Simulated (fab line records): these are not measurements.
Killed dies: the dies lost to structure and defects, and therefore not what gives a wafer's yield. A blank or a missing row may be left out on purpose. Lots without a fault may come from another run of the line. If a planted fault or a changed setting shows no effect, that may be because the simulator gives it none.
fab line records	flow n5Finfet
[record] lots = 7	wafers = 21
route steps=1938 shown BEOL_M1@754 BEOL_M2@887 BEOL_M3@938
startH: the number of hours between the record's first day and the start of the first shown wafer of the lot	waitH: hours elapsed since this lot's preceding step	" same as the row above	L1.1+2: a row that stands for several wafers	- either no value or no given start	* or withheld: withheld	< > ~ a bound
route shown NAME@n: names a module that has steps shown in the file, with the first one's number in the route	usual: the fault-free wafers' mean and standard deviation	same: alike in all rows	chamber/n: place in a boat	sites: each site's reading	_std_site: the values' standard deviation	_edge_site: outer sites' mean less inner sites'	radiusMm: how far each site lies from the wafer's centre	mask NAME#n: copy n	behind: tool/chamber where the wafer was last shaped	hold: cause of the lot's hold/its duration in hours/its outcome	device: the transistor (n, p or np) that didn't switch	end of line: tests run on the same wafers once the route is complete	a step given without rows: its recipe and nothing more	killed: at the first sort, the dies lost to defects and structure; wafer yield is something else	map: a wafer's dies, x killed, . not, _ none there
set.NAME: the setting the step ran with; set.NAME@STEP: the setting that earlier step ran with	model.NAME: the simulator's own value behind a step, which no gauge read
lots whose settings were changed on purpose; a table a step, a row a wafer
[[steps]]
[step N5_BEOL_M1_HM_DEP_02]
[recipe] material = TiN	targetThkA = 200	tempC = 25	chamberPressurePa = 0.49996
lot.wafer	tool	chamber	startH	waitH	set.targetThkA	model.TiN_of_BEOL_M1_HM_DEP_02.thkNm
L074.1+2+5	pvdSputter-03	-	133.73	0.1	200	20
L079.3	pvdSputter-01	-	160.20	0.2	178.1	17.8
L079.4	"	-	"	"	178.1	17.6
L079.5	"	-	"	"	200	19.8
L080.3	pvdSputter-02	-	164.19	1.5	200	20.4
L080.5	"	-	"	"	200	20.2
L080.6	"	-	"	"	200	20
L081.1	pvdSputter-03	-	169.47	0.7	184.3	18.6
L081.2	"	-	"	"	200	20.2
L081.3	"	-	"	"	200	19.8
L089.1	pvdSputter-01	-	220.36	1.4	175.4	17.6
L089.2	"	-	"	"	200	20.2
L089.6	"	-	"	"	200	20
L092.2	pvdSputter-01	-	232.93	0.8	200	20
L092.4	"	-	"	"	176.4	17.6
L092.5	"	-	"	"	200	19.8
L094.1	pvdSputter-02	-	243.63	0.9	200	20.2
L094.3	"	-	"	"	200	20
L094.6	"	-	"	"	200	20.4
[step N5_BEOL_M1_COAT_61]
[recipe] resist = SOC	tempC = 250	timeS = 60	spinRpm = 1500	resistThkNm = 60
[step N5_BEOL_M1_COAT_62]
[recipe] resist = SiARC	tempC = 220	timeS = 60	spinRpm = 1500	resistThkNm = 12
[step N5_BEOL_M1_STRIP_75]
[recipe] chemistry = N2/H2	tempC = 40	n2FlowSccm = 200	h2FlowSccm = 200	rfFrequencyHz = 6e+07
[step N5_BEOL_M1_STRIP_66]
[recipe] chemistry = CF4	resist = SiARC	powerW = 300	biasPowerW = 75	pressureMtorr = 50	cf4FlowSccm = 150	rfFrequencyHz = 6e+07
[step N5_BEOL_M1_HM_OPEN_17]
[recipe] chemistry = Cl2/BCl3	targetDepthA = 200	overetchA = 60	target = TiN	maskMaterial = SOC	ionEnergyEv = 150	pressureMtorr = 10	icpW = 1000	biasW = 126	Cl2_flow_sccm = 53.25	bcl3FlowSccm = 21.75	Ar_flow_sccm = 25
lot.wafer	tool	chamber	startH	waitH	set.targetThkA@BEOL_M1_HM_DEP_02	model.etch.depthNm
L074.1	rieMetal-03	1	134.61	0.0	200	20.05
L074.2	"	0	"	"	200	19.97
L074.5	"	1	"	"	200	20.01
L079.3	rieMetal-01	0	161.24	0.1	178.1	17.78
L079.4	"	1	"	"	178.1	17.62
L079.5	"	1	"	"	200	19.85
L080.3	rieMetal-03	0	165.11	0.1	200	20.35
L080.5	"	1	"	"	200	20.29
L080.6	"	0	"	"	200	19.93
L081.1	rieMetal-01	1	170.60	0.0	184.3	18.54
L081.2	"	0	"	"	200	20.15
L081.3	"	0	"	"	200	19.78
L089.1	rieMetal-01	0	221.25	0.0	175.4	17.65
L089.2	"	1	"	"	200	20.18
L089.6	"	1	"	"	200	19.91
L092.2	rieMetal-02	0	233.75	0.1	200	20.08
L092.4	"	1	"	"	176.4	17.57
L092.5	"	1	"	"	200	19.85
L094.1	rieMetal-02	0	244.60	0.1	200	20.2
L094.3	"	1	"	"	200	20.04
L094.6	"	0	"	"	200	20.39
[step N5_BEOL_M1_COAT_67]
[recipe] resist = SOC	tempC = 250	timeS = 60	spinRpm = 1500	resistThkNm = 60
lot.wafer	tool	chamber	startH	waitH	set.spinRpm	model.SOC_of_BEOL_M1_COAT_67.thkNm
L074.1	lithoTrack-05	0	134.83	0.0	1500	60
L074.2+5	"	0	"	"	1500	59.8
L079.3+4	lithoTrack-04	0	161.43	0.0	1500	60
L079.5	"	0	"	"	1594	58
L080.3	lithoTrack-03	0	165.30	0.0	1642	57.2
L080.5+6	"	0	"	"	1500	59.8
L081.1	lithoTrack-05	0	171.02	0.0	1500	59.8
L081.2	"	0	"	"	1640	57.2
L081.3	"	0	"	"	1500	60
L089.1+2	lithoTrack-03	0	221.52	0.0	1500	60
L089.6	"	0	"	"	1500	59.8
L092.2+5	lithoTrack-04	0	234.09	0.0	1343	63.4
L092.4	"	0	"	"	1343	63.6
L094.1+6	lithoTrack-03	0	244.84	0.0	1618	57.8
L094.3	"	0	"	"	1500	60
[step N5_BEOL_M1_EXPOSE_25]
[recipe] maskId = V0	na = 0.33	sourceShape = quasar	sigmaInner = 0.2	sigmaOuter = 0.8	polarization = unpolarized	defocusNm = 5	targetCdNm = 24	doseMj = 63
lot.wafer	tool	chamber	startH	waitH	mask	set.doseMj
L074.1+2+5	euvScanner-01	0	135.09	-	V0#0	63
L079.3+5	euvScanner-02	0	161.71	-	V0#0	63
L079.4	"	0	"	"	V0#0	60.38
L080.3+6	euvScanner-01	0	165.58	-	V0#0	63
L080.5	"	0	"	"	V0#0	59.29
L081.1+3	euvScanner-01	0	171.15	-	V0#0	63
L081.2	"	0	"	"	V0#0	59.19
L089.1+2	euvScanner-02	0	221.78	-	V0#0	66.15
L089.6	"	0	"	"	V0#0	63
L092.2	euvScanner-02	0	234.23	-	V0#0	63
L092.4+5	"	0	"	"	V0#0	60.2
L094.1+3+6	euvScanner-02	0	244.97	-	V0#0	63
[step N5_BEOL_M1_PEB_26]
[recipe] pebTempC = 100	pebTimeS = 60	resist = CAR-EUV
[step N5_BEOL_M1_DEVELOP_27]
[recipe] developTimeS = 30	developer = TMAH	resist = CAR-EUV	rinseLiquid = surfactantRinse	dry = airSpin	devTempC = 23
[step N5_BEOL_M1_CD_MEAS_28]
[recipe] landingEnergyEv = 500	detector = seInlens	targetCdYNm = 23.3
[usual] cdNm = 23.95/0.27
lot.wafer	tool	chamber	startH	waitH	set.doseMj@BEOL_M1_EXPOSE_25	cdNm
L074.1	cdSem-03	0	135.24	-	63	23.62
L074.2	"	0	"	"	63	23.88
L074.5	"	0	"	"	63	24.42
L079.3	cdSem-02	0	161.84	-	63	23.95
L079.4	"	0	"	"	60.38	23.32
L079.5	"	0	"	"	63	24.18
L080.3	cdSem-03	0	165.71	-	63	24.16
L080.5	"	0	"	"	59.29	22.61
L080.6	"	0	"	"	63	24.04
L081.1	cdSem-03	0	171.30	-	63	24.32
L081.2	"	0	"	"	59.19	22.60
L081.3	"	0	"	"	63	23.75
L089.1	cdSem-02	0	221.92	-	66.15	24.90
L089.2	"	0	"	"	66.15	24.74
L089.6	"	0	"	"	63	24.40
L092.2	cdSem-03	0	234.37	-	63	23.63
L092.4	"	0	"	"	60.2	22.89
L092.5	"	0	"	"	60.2	22.91
L094.1	cdSem-03	0	245.12	-	63	23.85
L094.3	"	0	"	"	63	24.12
L094.6	"	0	"	"	63	23.69
[step N5_BEOL_M1_ALD_98]
[recipe] material = SiO2	targetThkA = 25	tempC = 100	aldPrecursorFamily = BDEAS	aldCoReactant = O2-plasma	pulseTimeS = 1	coReactantPulseTimeS = 1	purgeTimeS = 2	coReactantPurgeTimeS = 2	aldCycles = 17	pressureTorr = 2
[step N5_BEOL_M1_ETCHBACK_99]
[recipe] chemistry = CHF3	target = SiO2	targetDepthA = 50	timeS = 10.4	sourceW = 215	biasW = 47	Ar_flow_sccm = 200	CHF3_flow_sccm = 12	ionEnergyEv = 100	pressureMtorr = 30
[step N5_BEOL_M1_ETCH_70]
[recipe] chemistry = N2/H2	target = SOC	targetDepthA = 800	overetchA = 160	maskMaterial = SiARC	tempC = 40	timeS = 120	ionEnergyEv = 200	pressureMtorr = 30	sourceW = 840	biasW = 150	n2FlowSccm = 200	h2FlowSccm = 200
lot.wafer	tool	chamber	startH	waitH	set.spinRpm@BEOL_M1_COAT_67	model.etch.depthNm
L074.1	rieDiel-03	1	139.28	0.0	1500	59.91
L074.2	"	2	"	"	1500	59.73
L074.5	"	3	"	"	1500	59.77
L079.3	rieDiel-03	0	168.57	0.0	1500	60.1
L079.4	"	1	"	"	1500	59.97
L079.5	"	2	"	"	1594	58.1
L080.3	rieDiel-02	0	169.99	0.0	1642	57.14
L080.5	"	1	"	"	1500	59.76
L080.6	"	2	"	"	1500	59.74
L081.1	rieDiel-02	2	178.96	0.0	1500	59.83
L081.2	"	3	"	"	1640	57.24
L081.3	"	1	"	"	1500	60.01
L089.1	rieDiel-06	1	222.99	0.0	1500	59.91
L089.2	"	2	"	"	1500	59.93
L089.6	"	1	"	"	1500	59.86
L092.2	rieDiel-06	3	236.32	0.0	1343	63.37
L092.4	"	2	"	"	1343	63.57
L092.5	"	2	"	"	1343	63.42
L094.1	rieDiel-03	0	252.48	0.0	1618	57.75
L094.3	"	1	"	"	1500	59.99
L094.6	"	3	"	"	1618	57.82
[step N5_BEOL_M1_STRIP_71]
[recipe] chemistry = N2/H2	tempC = 40	n2FlowSccm = 200	h2FlowSccm = 200	rfFrequencyHz = 6e+07
[step N5_BEOL_M1_STRIP_78]
[recipe] chemistry = N2/H2	tempC = 40	n2FlowSccm = 200	h2FlowSccm = 200	rfFrequencyHz = 6e+07
[step N5_BEOL_M1_VIA_ETCH_34]
[recipe] chemistry = C4F6/O2	targetDepthA = 678	maskMaterial = SOC	pressureMtorr = 15	ionEnergyEv = 250	taperDeg = 4	timeS = 64.4	sourceW = 350	biasW = 170	Ar_flow_sccm = 300	C4F6_flow_sccm = 10	O2_flow_sccm = 10
lot.wafer	tool	chamber	startH	waitH	set.doseMj@BEOL_M1_EXPOSE_25	model.BEOL_M1.cdNm
L074.1	rieDiel-03	1	139.38	0.0	63	18.2
L074.2+5	"	2,3	"	"	63	17.8
L079.3+5	rieDiel-03	0,2	168.67	0.0	63	18
L079.4	"	1	"	"	60.38	17.2
L080.3+6	rieDiel-02	0,2	170.09	0.0	63	18.6
L080.5	"	1	"	"	59.29	16.6
L081.1	rieDiel-02	2	179.06	0.0	63	18.4
L081.2	"	3	"	"	59.19	16.8
L081.3	"	1	"	"	63	18.2
L089.1	rieDiel-06	1	223.09	0.0	66.15	18.4
L089.2	"	2	"	"	66.15	19.2
L089.6	"	1	"	"	63	18
L092.2	rieDiel-06	3	236.42	0.0	63	17.6
L092.4	"	2	"	"	60.2	17
L092.5	"	2	"	"	60.2	17.4
L094.1	rieDiel-03	0	252.58	0.0	63	17.6
L094.3	"	1	"	"	63	18.2
L094.6	"	3	"	"	63	17.2
[step N5_BEOL_M1_STRIP_83]
[recipe] chemistry = C4F6/O2	resist = SiARC	rfFrequencyHz = 6e+07
[step N5_BEOL_M1_STRIP_36]
[recipe] chemistry = N2/H2	powerW = 450	tempC = 40	pressureMtorr = 20	rfFrequencyHz = 6e+07	overashFraction = 0.3	biasPowerW = 7	h2Frac = 0.5	n2FlowSccm = 200	h2FlowSccm = 200
[step N5_BEOL_M1_STRIP_97]
[recipe] chemistry = N2/H2	timeS = 10	powerW = 450	tempC = 40	pressureMtorr = 20	rfFrequencyHz = 6e+07	biasPowerW = 7	n2FlowSccm = 200	h2FlowSccm = 200
[step N5_BEOL_M1_HM_STRIP_39]
[recipe] chemistry = peroxideTinStrip	material = TiN	targetDepthA = 250	tempC = 50	timeS = 158
lot.wafer	tool	chamber	startH	waitH	set.tempC@BEOL_M1_PECVD_72	model.SiO2_of_BEOL_M1_PECVD_72.thkNm
L074.1+2	wetBench-05	1,3	139.67	0.0	400	15.4
L074.5	"	6	"	"	400	15.8
L079.3	wetBench-02	1	168.96	0.0	409.8	14.4
L079.4	"	7	"	"	409.8	14.6
L079.5	"	4	"	"	400	15.8
L080.3+5	wetBench-05	5,6	170.38	0.0	400	15.6
L080.6	"	1	"	"	394.8	16.4
L081.1	wetBench-03	4	179.34	0.0	391.9	16.8
L081.2	"	6	"	"	391.9	17
L081.3	"	1	"	"	400	16
L089.1	wetBench-02	4	223.38	0.0	400	15.2
L089.2	"	3	"	"	400	15.6
L089.6	"	0	"	"	414.4	14.2
L092.2	wetBench-05	3	236.71	0.0	400	16
L092.4	"	2	"	"	400	16.2
L092.5	"	4	"	"	392.6	16.4
L094.1	wetBench-03	7	252.87	0.0	411.6	14
L094.3+6	"	2,5	"	"	411.6	14.4
[step N5_BEOL_M2_VIA_ETCH_34]
[recipe] chemistry = C4F6/O2	targetDepthA = 694	maskMaterial = SOC	pressureMtorr = 15	ionEnergyEv = 250	taperDeg = 4	timeS = 65.9	sourceW = 350	biasW = 170	Ar_flow_sccm = 300	C4F6_flow_sccm = 10	O2_flow_sccm = 10
lot.wafer	tool	chamber	startH	waitH	set.sourceW	model.etch.depthNm
L074.1	rieDiel-01	2	193.12	0.0	350	69.51
L074.2	"	1	"	"	350	69.13
L074.5	"	1	"	"	350	68.38
L079.3	rieDiel-05	3	216.22	0.0	293.2	64.93
L079.4	"	0	"	"	350	69.51
L079.5	"	1	"	"	293.2	66.77
L081.1	rieDiel-04	3	219.92	0.0	350	70.86
L081.2	"	2	"	"	350	70.2
L081.3	"	3	"	"	350	70.83
L080.3	rieDiel-01	3	227.51	0.0	380.4	70.55
L080.5	"	3	"	"	380.4	69.59
L080.6	"	2	"	"	380.4	72.58
L089.1	rieDiel-04	1	272.28	0.0	399.6	74.18
L089.2	"	0	"	"	350	68.73
L089.6	"	1	"	"	399.6	73.37
L092.2	rieDiel-05	0	297.83	0.0	289.3	63.67
L092.4	"	2	"	"	289.3	62.47
L092.5	"	0	"	"	350	68.79
L094.1	rieDiel-05	2	308.71	0.0	350	68.52
L094.3	"	0	"	"	350	69.73
L094.6	"	3	"	"	350	69.82
[step N5_BEOL_M3_COAT_05]
[recipe] resist = CAR-EUV	spinRpm = 1500	resistThkNm = 30
lot.wafer	tool	chamber	startH	waitH	set.spinRpm	model.CAR-EUV_of_BEOL_M3_COAT_05.thkNm
L074.1+2+5	lithoTrack-03	0	-	-	1500	30
L079.3	lithoTrack-03	0	-	-	1500	30
L079.4+5	"	0	"	"	1561	29.4
L081.1	lithoTrack-03	0	-	-	1428	30.6
L081.2	"	0	"	"	1500	30
L081.3	"	0	"	"	1500	29.8
L080.3	lithoTrack-02	0	-	-	1415	31
L080.5+6	"	0	"	"	1500	30
L089.1	lithoTrack-05	0	-	-	1435	30.8
L089.2	"	0	"	"	1500	30
L089.6	"	0	"	"	1500	30.2
L092.2+4+5	lithoTrack-05	0	-	-	1500	30
L094.1+3	lithoTrack-03	0	-	-	1500	30
L094.6	"	0	"	"	1341	31.6
[[key]]
[split] step = N5_BEOL_M1_HM_DEP_02	setting = targetThkA	stated = 200	by = wafer
[response] step = N5_BEOL_M1_HM_DEP_02	reading = model.TiN_of_BEOL_M1_HM_DEP_02.thkNm	change = +0.195	per = 1%	r = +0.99
[response] step = N5_BEOL_M1_HM_OPEN_17	reading = model.etch.depthNm	change = +0.196	per = 1%	r = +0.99
[split] step = N5_BEOL_M1_COAT_67	setting = spinRpm	stated = 1500	by = wafer
[response] step = N5_BEOL_M1_COAT_67	reading = model.SOC_of_BEOL_M1_COAT_67.thkNm	change = -0.287	per = 1%	r = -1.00
[response] step = N5_BEOL_M1_ETCH_70	reading = model.etch.depthNm	change = -0.285	per = 1%	r = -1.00
[split] step = N5_BEOL_M1_EXPOSE_25	setting = doseMj	stated = 63	by = wafer
[response] step = N5_BEOL_M1_CD_MEAS_28	reading = cdNm	change = +0.194	per = 1%	r = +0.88
[response] step = N5_BEOL_M1_VIA_ETCH_34	reading = model.BEOL_M1.cdNm	change = +0.225	per = 1%	r = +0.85
[split] step = N5_BEOL_M2_VIA_ETCH_34	setting = sourceW	stated = 350	by = wafer
[response] step = N5_BEOL_M2_VIA_ETCH_34	reading = model.etch.depthNm	change = +0.301	per = 1%	r = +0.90
[split] step = N5_BEOL_M3_COAT_05	setting = spinRpm	stated = 1500	by = wafer
[response] step = N5_BEOL_M3_COAT_05	reading = model.CAR-EUV_of_BEOL_M3_COAT_05.thkNm	change = -0.155	per = 1%	r = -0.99
split outsideThisFile step=N5_BEOL_M1_PECVD_72 setting=tempC
// split outsideThisFile: this setting was split too, and the file shows its column; the key of that split is in another file
